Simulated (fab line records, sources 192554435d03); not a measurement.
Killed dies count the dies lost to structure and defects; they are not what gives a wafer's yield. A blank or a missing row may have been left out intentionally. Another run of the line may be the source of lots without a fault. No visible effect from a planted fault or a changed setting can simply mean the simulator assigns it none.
fab line records -- flow n5_finfet -- part 2 of 2: steps 20 to 26 of 26
record lots=5, wafers=15, last_day=18
route steps=1938 shown BEOL_M15@1794
lots with no fault: from the same line, run without faults
start_h: start of the lot's first displayed wafer, in hours after the record's first day -- wait_h: hours elapsed since this lot's preceding step -- " same as the row above -- L1.1+2: a row that stands for several wafers -- - value missing, or start not given -- * or withheld: withheld -- < > ~ a bound
route shown NAME@n: NAME is a module with steps in the file, n the number in the route of the first one -- usual: mean/standard deviation taken from wafers without a fault -- same: alike in all rows -- chamber/n: place in a boat -- sites: per-site readings -- _std_site: the standard deviation of these -- _edge_site: inner sites' mean taken away from outer sites' mean -- radius_mm: for every site, how far away it sits from the centre of the wafer -- mask NAME#n: copy n -- behind: the last tool/chamber to shape the wafer -- hold: cause of the lot's hold/its duration in hours/its outcome -- device: the n, p or np transistor that did not switch -- end of line: the route-end tests of the same wafers -- where a step has no rows: the recipe by itself -- killed: not the wafer's yield, but the dies lost to structure and defects at the first sort -- map: dies across one wafer; x = killed, . = not, _ = none there
set.NAME: the setting that was run; set.NAME@STEP: the one run at that earlier step -- model.NAME: the simulator's own value behind a step, which no gauge read
lots seen at some steps along the route; tables by step, rows by wafer
services: when a tool's chamber went out of use (start_h, in hours from the record's first day, below 0 if earlier), for how many hours, and the reason
## steps
# step N5_BEOL_M15_ETCH_38
# recipe chemistry=CF4/N2, target=SiCN, target_depth_a=1064, taper_deg=2, time_s=120.5, ion_energy_ev=150, mask_material=SiO2, pressure_mtorr=40, source_w=430, bias_w=70, Ar_flow_sccm=100, cf4_flow_sccm=60, n2_flow_sccm=60
# usual chamber_pressure_mTorr=40.00/0.039, drypump_motor_current_A=5.6/0.31, n2_flow_sccm=60.00/0.18, oes_product_au=0.80/0.092, rf_vpp_V=382.6/1.8, showerhead_plenum_p_Torr=2.22/0.071, throttle_valve_pct=15.38/0.22
lot.wafer,tool,chamber,start_h,wait_h,chamber_pressure_mTorr,drypump_motor_current_A,n2_flow_sccm,oes_product_au,rf_hours_counter_h,rf_vpp_V,showerhead_plenum_p_Torr,throttle_valve_pct
L074.1,rie_diel-02,2,-,-,39.95,5.7,60.34,0.90,22,384.0,2.25,15.09
L074.2,rie_diel-02,3,-,-,39.94,5.5,59.95,0.89,22,382.4,2.15,15.39
L074.6,rie_diel-02,2,-,-,40.04,5.7,60.30,0.89,-,381.7,2.25,15.09
L078.2,rie_diel-04,2,-,-,39.86,5.7,59.88,0.86,36,380.7,2.17,15.14
L078.3,rie_diel-04,3,-,-,40.08,5.5,60.03,0.97,5,385.8,2.34,15.38
L078.6,rie_diel-04,2,-,-,39.99,5.7,60.13,0.87,-,381.5,2.17,15.13
L091.2,rie_diel-02,3,-,-,39.97,5.5,60.05,0.83,57,378.8,2.14,15.47
L091.3,rie_diel-02,2,-,-,39.95,5.7,59.84,0.85,57,382.9,2.24,15.15
L091.6,rie_diel-02,1,-,-,40.00,5.8,60.17,0.84,-,383.3,2.25,15.07
L096.2,rie_diel-02,3,-,-,40.06,5.5,59.82,0.82,68,381.7,2.14,15.49
L096.4,rie_diel-02,0,-,-,40.00,5.3,59.85,0.94,4,385.6,2.35,15.22
L096.6,rie_diel-02,2,-,-,40.00,5.7,59.91,0.84,-,383.4,2.24,15.17
L097.1,rie_diel-05,0,-,-,40.03,5.3,60.01,0.68,236,380.6,2.17,15.53
L097.4,rie_diel-05,3,-,-,39.94,6.3,60.12,0.83,65,384.4,2.33,15.51
L097.5,rie_diel-05,3,-,-,40.06,6.3,60.13,0.83,-,385.4,2.33,15.53
# step N5_BEOL_M15_PRECLEAN_39
# recipe chemistry=residue_remover, time_s=60, temp_c=40
# usual temp_c=40.02/0.12
lot.wafer,tool,chamber,start_h,wait_h,temp_c
L074.1,wet_bench-01,0,299.34,-,40.06
L074.2,wet_bench-01,6,299.34,-,40.18
L074.6,wet_bench-01,2,299.34,-,39.86
L078.2,wet_bench-01,5,339.73,-,40.18
L078.3,wet_bench-01,0,339.73,-,40.01
L078.6,wet_bench-01,7,339.73,-,40.12
L091.2,wet_bench-01,2,391.56,-,40.10
L091.3,wet_bench-01,6,391.56,-,40.07
L091.6,wet_bench-01,5,391.56,-,39.84
L096.2,wet_bench-01,5,418.96,-,39.83
L096.4,wet_bench-01,4,418.96,-,39.95
L096.6,wet_bench-01,3,418.96,-,40.02
L097.1,wet_bench-06,4,419.05,-,40.12
L097.4,wet_bench-06,2,419.05,-,40.00
L097.5,wet_bench-06,1,419.05,-,40.08
# step N5_BEOL_M15_SRD_40
# recipe time_s=30, temp_c=23, rinse_liquid=diw, dry=n2_spin, spin_rpm=1500, dry_time_s=30
# usual spin_rpm=1500.0/0.76, temp_c=22.99/0.11
lot.wafer,tool,chamber,start_h,wait_h,spin_rpm,temp_c
L074.1,wet_bench-01,0,299.36,0.0,1500.5,23.01
L074.2,wet_bench-01,6,299.36,0.0,1499.0,22.92
L074.6,wet_bench-01,2,299.36,0.0,1498.2,23.06
L078.2,wet_bench-01,5,339.75,0.0,1499.6,22.95
L078.3,wet_bench-01,0,339.75,0.0,1499.5,22.98
L078.6,wet_bench-01,7,339.75,0.0,1500.9,22.97
L091.2,wet_bench-01,2,391.58,0.0,1501.5,22.97
L091.3,wet_bench-01,6,391.58,0.0,1499.7,22.97
L091.6,wet_bench-01,5,391.58,0.0,1500.4,22.84
L096.2,wet_bench-01,5,418.98,0.0,1500.6,22.86
L096.4,wet_bench-01,4,418.98,0.0,1500.0,23.13
L096.6,wet_bench-01,3,418.98,0.0,1501.0,23.01
L097.1,wet_bench-06,4,419.07,0.0,1499.8,22.92
L097.4,wet_bench-06,2,419.07,0.0,1500.7,23.11
L097.5,wet_bench-06,1,419.07,0.0,1498.3,22.77
# step N5_BEOL_M15_DEGAS_41
# recipe ambient=vacuum, temp_c=300, time_s=60
# usual heater_power_w=465/42, susceptor_temp_C=299.97/0.17
lot.wafer,tool,chamber,start_h,wait_h,heater_power_w,susceptor_temp_C
L074.1,pvd_sputter-03,-,299.81,0.4,552,300.00
L074.2,pvd_sputter-03,-,299.81,0.4,446,300.21
L074.6,pvd_sputter-03,-,299.81,0.4,515,300.09
L078.2,pvd_sputter-03,-,339.98,0.2,522,300.02
L078.3,pvd_sputter-03,-,339.98,0.2,444,300.10
L078.6,pvd_sputter-03,-,339.98,0.2,543,299.82
L091.2,pvd_sputter-03,-,391.75,0.2,474,300.19
L091.3,pvd_sputter-03,-,391.75,0.2,452,300.16
L091.6,pvd_sputter-03,-,391.75,0.2,472,300.05
L096.2,pvd_sputter-02,-,419.18,0.2,457,299.99
L096.4,pvd_sputter-02,-,419.18,0.2,434,300.24
L096.6,pvd_sputter-02,-,419.18,0.2,463,299.85
L097.1,pvd_sputter-03,-,419.75,0.7,531,299.87
L097.4,pvd_sputter-03,-,419.75,0.7,520,299.97
L097.5,pvd_sputter-03,-,419.75,0.7,515,300.18
# step N5_BEOL_M15_PRE_CLEAN_42
# recipe gas=H2/He, time_s=30, temp_c=300
# usual heater_power_w=465/41, susceptor_temp_C=300.05/0.18
lot.wafer,tool,chamber,start_h,wait_h,heater_power_w,susceptor_temp_C
L074.1,pvd_sputter-03,-,299.85,0.0,545,300.21
L074.2,pvd_sputter-03,-,299.85,0.0,436,299.84
L074.6,pvd_sputter-03,-,299.85,0.0,517,299.88
L078.2,pvd_sputter-03,-,340.02,0.0,542,299.76
L078.3,pvd_sputter-03,-,340.02,0.0,452,300.17
L078.6,pvd_sputter-03,-,340.02,0.0,536,300.31
L091.2,pvd_sputter-03,-,392.36,0.6,468,299.67
L091.3,pvd_sputter-03,-,392.36,0.6,446,299.97
L091.6,pvd_sputter-03,-,392.36,0.6,460,299.75
L096.2,pvd_sputter-02,-,419.22,0.0,457,300.08
L096.4,pvd_sputter-02,-,419.22,0.0,438,300.05
L096.6,pvd_sputter-02,-,419.22,0.0,439,299.87
L097.1,pvd_sputter-03,-,419.79,0.0,545,300.30
L097.4,pvd_sputter-03,-,419.79,0.0,532,300.04
L097.5,pvd_sputter-03,-,419.79,0.0,521,299.99
# step N5_BEOL_M15_SPUTTER_43
# recipe material=TaN, target_thk_a=150, temp_c=50, bias_v=168.6, power_w=15000, chamber_pressure_pa=0.12, time_s=24.19
# usual susceptor_temp_C=50.02/0.11, throttle_valve_pct=30.2/1.4
lot.wafer,tool,chamber,start_h,wait_h,susceptor_temp_C,throttle_valve_pct
L074.1,pvd_sputter-03,-,299.89,0.0,50.34,29.7
L074.2,pvd_sputter-03,-,299.89,0.0,49.99,30.5
L074.6,pvd_sputter-03,-,299.89,0.0,49.97,33.8
L078.2,pvd_sputter-03,-,340.06,0.0,50.13,29.6
L078.3,pvd_sputter-03,-,340.06,0.0,50.14,29.8
L078.6,pvd_sputter-03,-,340.06,0.0,50.16,29.5
L091.2,pvd_sputter-03,-,392.40,0.0,50.12,27.4
L091.3,pvd_sputter-03,-,392.40,0.0,50.07,29.9
L091.6,pvd_sputter-03,-,392.40,0.0,49.96,27.1
L096.2,pvd_sputter-02,-,419.26,0.0,50.08,29.5
L096.4,pvd_sputter-02,-,419.26,0.0,49.91,30.8
L096.6,pvd_sputter-02,-,419.26,0.0,50.07,30.6
L097.1,pvd_sputter-03,-,419.83,0.0,50.21,29.2
L097.4,pvd_sputter-03,-,419.83,0.0,50.02,33.8
L097.5,pvd_sputter-03,-,419.83,0.0,49.97,33.6
# step N5_BEOL_M15_SPUTTER_44
# recipe material=Ta, target_thk_a=150, temp_c=50, bias_v=80, power_w=15000, chamber_pressure_pa=0.07, time_s=24.19
# usual susceptor_temp_C=50.01/0.13, throttle_valve_pct=30.2/1.3
lot.wafer,tool,chamber,start_h,wait_h,susceptor_temp_C,throttle_valve_pct
L074.1,pvd_sputter-03,-,299.97,0.0,50.12,29.5
L074.2,pvd_sputter-03,-,299.97,0.0,49.88,30.2
L074.6,pvd_sputter-03,-,299.97,0.0,50.15,33.4
L078.2,pvd_sputter-03,-,340.14,0.0,49.90,29.5
L078.3,pvd_sputter-03,-,340.14,0.0,50.06,29.8
L078.6,pvd_sputter-03,-,340.14,0.0,50.04,29.6
L091.2,pvd_sputter-03,-,392.48,0.0,50.27,27.5
L091.3,pvd_sputter-03,-,392.48,0.0,50.24,30.2
L091.6,pvd_sputter-03,-,392.48,0.0,50.31,27.3
L096.2,pvd_sputter-02,-,419.34,0.0,50.08,29.5
L096.4,pvd_sputter-02,-,419.34,0.0,50.07,30.7
L096.6,pvd_sputter-02,-,419.34,0.0,50.05,30.4
L097.1,pvd_sputter-03,-,419.91,0.0,49.93,29.4
L097.4,pvd_sputter-03,-,419.91,0.0,49.94,33.5
L097.5,pvd_sputter-03,-,419.91,0.0,49.95,33.3
## services
tool,chamber,start_h,hours,kind
krf_scanner-02,-,270.27,4.4,pm
krf_scanner-02,-,292.30,4.4,pm
krf_scanner-02,-,298.53,0.8,pm
rie_diel-04,3,301.26,-,clean
rie_diel-04,3,301.26,-,consumable_replace:focus_ring
rie_diel-04,3,301.26,-,consumable_replace:showerhead
rie_diel-04,3,301.26,23.8,scheduled_down
rie_diel-02,1,307.24,11.4,repair
krf_scanner-01,-,313.61,0.8,pm
litho_track-03,-,319.98,-,consumable_replace:filter
rie_diel-05,-,330.98,14.6,pm
krf_scanner-02,-,363.18,1.0,pm
krf_scanner-01,-,366.50,1.3,pm
rie_diel-02,0,377.97,-,clean
rie_diel-02,0,377.97,-,consumable_replace:focus_ring
rie_diel-02,0,377.97,-,consumable_replace:showerhead
rie_diel-02,0,377.97,28.3,scheduled_down
rie_diel-02,0,377.97,28.3,vent_cycle
rie_diel-05,-,379.52,0.5,repair
rie_diel-02,3,381.15,5.7,repair
krf_scanner-02,-,382.70,1.2,repair
krf_scanner-02,-,383.93,1.3,pm
rie_diel-02,2,400.52,7.9,repair
krf_scanner-01,-,403.61,1.0,pm
